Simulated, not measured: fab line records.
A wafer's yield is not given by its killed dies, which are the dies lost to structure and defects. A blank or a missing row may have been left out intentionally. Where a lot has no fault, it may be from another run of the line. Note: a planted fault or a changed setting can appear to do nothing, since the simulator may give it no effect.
Chamber matching :: flow n5Finfet :: 4 sister chambers for N5_FIN_SAQP_SPACER2_ALD_28 on aldSin-02
The step deposits SiO2, target thk 8.1 nm, pulse time 1 s, purge time 2 s. 8 wafers are shown with their chamber, then 7 later ones without.

## WAFERS, EACH WITH ITS CHAMBER
wafer: L082.5
chamber: 2
heaterPowerW (W): 493
precursorPulseHeightRel: 0.981

wafer: L087.3
chamber: 2
heaterPowerW (W): 481
precursorPulseHeightRel: 1.033

wafer: L087.5
chamber: 1
heaterPowerW (W): 460
precursorPulseHeightRel: 1.026

wafer: L090.3
chamber: 3
heaterPowerW (W): 489
precursorPulseHeightRel: 0.998

wafer: L090.4
chamber: 1
heaterPowerW (W): 480
precursorPulseHeightRel: 1.043

wafer: L090.5
chamber: 0
heaterPowerW (W): 559
precursorPulseHeightRel: 0.994

wafer: L091.2
chamber: 0
heaterPowerW (W): 556
precursorPulseHeightRel: 1.001

wafer: L091.3
chamber: 3
heaterPowerW (W): 493
precursorPulseHeightRel: 0.968

## WAFERS WITHOUT THEIR CHAMBER
wafer: L091.6
heaterPowerW (W): 485
precursorPulseHeightRel: 1.038

wafer: L093.1
heaterPowerW (W): 480
precursorPulseHeightRel: 1.005

wafer: L093.2
heaterPowerW (W): 493
precursorPulseHeightRel: 0.970

wafer: L093.5
heaterPowerW (W): 564
precursorPulseHeightRel: 0.990

wafer: L097.1
heaterPowerW (W): 495
precursorPulseHeightRel: 1.003

wafer: L097.4
heaterPowerW (W): 481
precursorPulseHeightRel: 1.024

wafer: L097.6
heaterPowerW (W): 477
precursorPulseHeightRel: 0.991

## CHAMBER TAKEN BY EACH
wafer: L091.6
from the rows above: can't be placed: 2 or 1 or 3
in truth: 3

wafer: L093.1
from the rows above: can't be placed: 2 or 3 or 1
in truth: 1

wafer: L093.2
from the rows above: can't be placed: 3 or 2
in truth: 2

wafer: L093.5
from the rows above: 0
in truth: 0

wafer: L097.1
from the rows above: can't be placed: 2 or 3
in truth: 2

wafer: L097.4
from the rows above: can't be placed: 2 or 1 or 3
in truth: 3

wafer: L097.6
from the rows above: can't be placed: 2 or 3 or 1
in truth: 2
1 of 7 placed correctly. These rows do not allow placing 6 (true chamber among the candidates in 6). Wrongly placed: 0.
How it was worked out, from the rows above alone: a wafer's distance from a chamber is the root of the sum, over the readings, of the square of ((its reading less the chamber's mean) divided by the reading's scatter). The wafer belongs to the nearest chamber; if the next one is less than 2 further off, it can't be placed. A chamber's mean is the mean of its shown wafers. The scatter is the square root of a quotient: the sum, over the shown wafers, of each reading's squared deviation from its chamber's mean, divided by wafers minus chambers.
